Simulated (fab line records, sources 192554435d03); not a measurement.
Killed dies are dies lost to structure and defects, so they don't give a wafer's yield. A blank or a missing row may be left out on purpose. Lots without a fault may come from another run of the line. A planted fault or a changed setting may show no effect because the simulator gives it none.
Which tool did it? | flow n5_finfet | 12 lots, 34 wafers sampled, at 5 steps of a route of 1938

WHAT THE GAUGES READ, wafer by wafer
The record holds no reading of a measuring or inspecting step that can be judged against a usual standard deviation.

WHICH TOOL RAN EACH LOT (tool, then ch and the chambers of the sampled wafers, then the start)
lot  | N5_BEOL_M6_VIA_ETCH_34             | N5_BEOL_M6_SURFACE_TREAT_79  | N5_BEOL_M6_CVD_78                | N5_BEOL_M7_ILD_DEP_00           | N5_PASSIVATION_PROBE_49
L595 | rie_diel-04 ch 0,1,3, day 9 09:29  | pvd_sputter-02, day 9 10:56  | cvd_co-02 ch 0,1,2, day 9 11:00  | pecvd-01 ch 0,1,2, day 9 12:11  | -
L600 | rie_diel-04 ch 0,1,3, day 10 10:48 | pvd_sputter-03, day 10 13:10 | cvd_co-01 ch 1,2, day 10 13:15   | pecvd-04 ch 0,1, day 10 14:27   | -
L598 | rie_diel-04 ch 1,2,3, day 10 12:25 | pvd_sputter-03, day 10 13:37 | cvd_co-01 ch 1,2, day 10 13:40   | pecvd-03 ch 0,1, day 10 15:32   | -
L601 | rie_diel-02 ch 0,1,2, day 11 10:36 | pvd_sputter-02, day 11 11:56 | cvd_co-01 ch 0,1, day 11 12:00   | pecvd-04 ch 0,1, day 11 13:07   | prober-01, day 14 23:34
L605 | rie_diel-04 ch 0,2,3, day 11 23:55 | pvd_sputter-01, day 12 02:28 | cvd_co-01 ch 0,2, day 12 02:32   | pecvd-01 ch 0,1,2, day 12 03:41 | -
L606 | rie_diel-02 ch 1,2,3, day 13 04:30 | pvd_sputter-03, day 13 05:48 | cvd_co-01 ch 1,2, day 13 05:56   | pecvd-04 ch 0,1,2, day 13 07:31 | prober-01, day 16 14:25
L604 | rie_diel-02 ch 2,3, day 13 04:54   | pvd_sputter-01, day 13 06:19 | cvd_co-02 ch 1,2, day 13 06:24   | pecvd-03 ch 1,2, day 13 08:04   | -
L609 | rie_diel-05 ch 2, day 13 05:02     | pvd_sputter-01, day 13 06:38 | cvd_co-01 ch 2, day 13 06:57     | pecvd-04 ch 1, day 13 08:59     | -
L612 | rie_diel-02 ch 0,2, day 14 08:14   | pvd_sputter-01, day 14 09:34 | cvd_co-02 ch 0,2, day 14 09:37   | pecvd-03 ch 1,2, day 14 12:50   | -
L614 | rie_diel-05 ch 1,2,3, day 14 09:08 | pvd_sputter-01, day 14 10:30 | cvd_co-02 ch 1,2, day 14 10:37   | pecvd-01 ch 0,1, day 14 13:23   | -
L616 | rie_diel-04 ch 0,2, day 14 19:50   | pvd_sputter-02, day 14 21:25 | cvd_co-02 ch 0,1,2, day 14 21:28 | pecvd-01 ch 0,1, day 14 23:34   | -
L617 | rie_diel-02 ch 1,2,3, day 15 17:39 | pvd_sputter-02, day 15 19:14 | cvd_co-02 ch 0,1,2, day 15 19:34 | pecvd-01 ch 0,1,2, day 15 22:19 | -
- N5_BEOL_M6_VIA_ETCH_34: etches SiCOH lowk in C4F6/O2, target depth 126.3 nm, time 50.9 s.
- N5_BEOL_M6_SURFACE_TREAT_79
- N5_BEOL_M6_CVD_78: deposits Co from CCTBA/H2, target thk 2 nm, time 142.3 s.
- N5_BEOL_M7_ILD_DEP_00: deposits SiCOH lowk from DEMS/porogen, target thk 179.75 nm, time 33.4 s.
- N5_PASSIVATION_PROBE_49

WHAT THE TOOLS THEMSELVES READ (means of the sampled wafers that have a number; where no wafer has one, the mark that the record gives instead)
N5_BEOL_M6_VIA_ETCH_34. Usual: drypump_motor_current_A 5.9 A, standard deviation 0.36; oes_product_au 0.80 a.u., standard deviation 0.081; rf_vpp_V 667 V, standard deviation 4.6; showerhead_plenum_p_Torr 2.87 Torr, standard deviation 0.13; throttle_valve_pct 20.80 %, standard deviation 0.17.
lot  | tool        | drypump_motor_current_A (A) | oes_product_au (a.u.) | rf_vpp_V (V) | showerhead_plenum_p_Torr (Torr) | throttle_valve_pct (%) | flag
L595 | rie_diel-04 | 6.2                         | 0.77                  | 665          | 2.84                            | 20.69                  |
L600 | rie_diel-04 | 6.2                         | 0.76                  | 664          | 2.84                            | 20.71                  |
L598 | rie_diel-04 | 6.1                         | 0.76                  | 664          | 2.76                            | 20.86                  |
L601 | rie_diel-02 | 5.7                         | 0.85                  | 670          | 2.92                            | 20.73                  |
L605 | rie_diel-04 | 6.2                         | 0.79                  | 668          | 2.85                            | 20.84                  |
L606 | rie_diel-02 | 5.9                         | 0.79                  | 670          | 2.89                            | 20.76                  |
L604 | rie_diel-02 | 6.2                         | 0.84                  | 669          | 2.82                            | 20.68                  |
L609 | rie_diel-05 | 5.8                         | 0.85                  | 673          | 3.02                            | 20.85                  |
L612 | rie_diel-02 | 6.0                         | 0.85                  | 670          | 2.84                            | 20.67                  |
L614 | rie_diel-05 | 5.9                         | 0.82                  | 666          | 2.84                            | 20.93                  |
L616 | rie_diel-04 | 6.3                         | 0.80                  | 664          | 2.91                            | 20.85                  |
L617 | rie_diel-02 | 5.9                         | 0.77                  | 670          | 2.88                            | 20.79                  |

N5_BEOL_M6_CVD_78. Usual: run_length_s 165.2 s, standard deviation 0.53.
lot  | tool      | run_length_s (s) | flag
L595 | cvd_co-02 | 165.3            |
L600 | cvd_co-01 | 164.8            |
L598 | cvd_co-01 | 165.2            |
L601 | cvd_co-01 | 165.6            |
L605 | cvd_co-01 | 165.4            |
L606 | cvd_co-01 | 192.9            | OFF
L604 | cvd_co-02 | 164.9            |
L609 | cvd_co-01 | 250.0            | OFF
L612 | cvd_co-02 | 165.5            |
L614 | cvd_co-02 | 165.0            |
L616 | cvd_co-02 | 165.4            |
L617 | cvd_co-02 | 165.3            |

N5_BEOL_M7_ILD_DEP_00. Usual: heater_power_w 276 W, standard deviation 42; showerhead_plenum_p_Torr 5.743 Torr, standard deviation 0.014; throttle_valve_pct 14.1 %, standard deviation 0.9.
lot  | tool     | heater_power_w (W) | showerhead_plenum_p_Torr (Torr) | throttle_valve_pct (%) | flag
L595 | pecvd-01 | 239                | 5.744                           | 14.2                   |
L600 | pecvd-04 | 337                | 5.749                           | 13.9                   |
L598 | pecvd-03 | 263                | 5.749                           | 15.1                   |
L601 | pecvd-04 | 295                | 5.753                           | 14.0                   |
L605 | pecvd-01 | 247                | 5.729                           | 14.3                   |
L606 | pecvd-04 | 305                | 5.751                           | 14.0                   |
L604 | pecvd-03 | 262                | 5.747                           | 14.9                   |
L609 | pecvd-04 | 339                | 5.759                           | 14.5                   |
L612 | pecvd-03 | 310                | 5.734                           | 14.3                   |
L614 | pecvd-01 | 233                | 5.743                           | 14.3                   |
L616 | pecvd-01 | 252                | 5.749                           | 14.4                   |
L617 | pecvd-01 | 242                | 5.737                           | 14.4                   |

N5_PASSIVATION_PROBE_49. Usual: defect_limited_yield 91.0 %, standard deviation 1.5; killed_at_M0_to_M3 37, standard deviation 12; killed_at_M4_up 13, standard deviation 5; killed_at_contacts 13, standard deviation 6.1; killed_at_front_end 39, standard deviation 11; killed_at_other 4, standard deviation 3.2; killed_dies 106, standard deviation 17; killed_open 69, standard deviation 12; killed_short 35, standard deviation 7.9; sort_bin_4_leakage 0.00 %, standard deviation 0.007; sort_bin_5_function 5.3 %, standard deviation 1; sort_bin_6_memory 3.3 %, standard deviation 0.68; sort_n_pass 1074, standard deviation 17; sort_yield_pct 91.0 %, standard deviation 1.5.
lot  | tool      | defect_limited_yield (%) | killed_at_M0_to_M3 | killed_at_M4_up | killed_at_contacts | killed_at_front_end | killed_at_other | killed_dies | killed_open | killed_short | sort_bin_4_leakage (%) | sort_bin_5_function (%) | sort_bin_6_memory (%) | sort_n_pass | sort_yield_pct (%) | flag
L601 | prober-01 | 87.5                     | 69                 | 21              | 11                 | 46                  | 1               | 148         | 94          | 54           | 0.00                   | 8.0                     | 4.2                   | 1032        | 87.5               |
L606 | prober-01 | 90.1                     | 46                 | 13              | 13                 | 36                  | 9               | 117         | 78          | 38           | 0.00                   | 5.9                     | 3.7                   | 1063        | 90.1               |

THE ANSWER, worked out from the rows above alone
Rule: a lot is off if the mean of its wafers that have a number lies more than 3 standard deviations from the usual mean. A lot without any number at a reading at which 4 lots or more have one is off too. The other lots that the step has rows for count as sound. The gauges are gone through in route order, then the tools' own readings, and for those a lot's mean is taken as printed above. The first step at which some lot is off is used, and at that step the reading that is off furthest; a lot without a number counts as furthest.
Off: L606, L609, at N5_BEOL_M6_CVD_78 (run_length_s).
A tool fits if, at that step or a process step before it, it ran every lot that is off, and no sound lot after the first of them. One fits: cvd_co-01 at N5_BEOL_M6_CVD_78. Its last sound lot is L605 (day 12 02:32), its first lot that is off L606 (day 13 05:56): a fault that began between those two fits.
The tool's own readings at N5_BEOL_M6_CVD_78 bear it out: on the lots that are off they differ by more than 5 times the standard deviation of the sound lots' means. run_length_s reads 221.4 s there against 165.2 s on the sound lots.

WHAT THE SIMULATOR HAD PUT IN
Process parameter drift: cvd_co-01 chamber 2, from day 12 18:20 on, at N5_BEOL_M6_CVD_78. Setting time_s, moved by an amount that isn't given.
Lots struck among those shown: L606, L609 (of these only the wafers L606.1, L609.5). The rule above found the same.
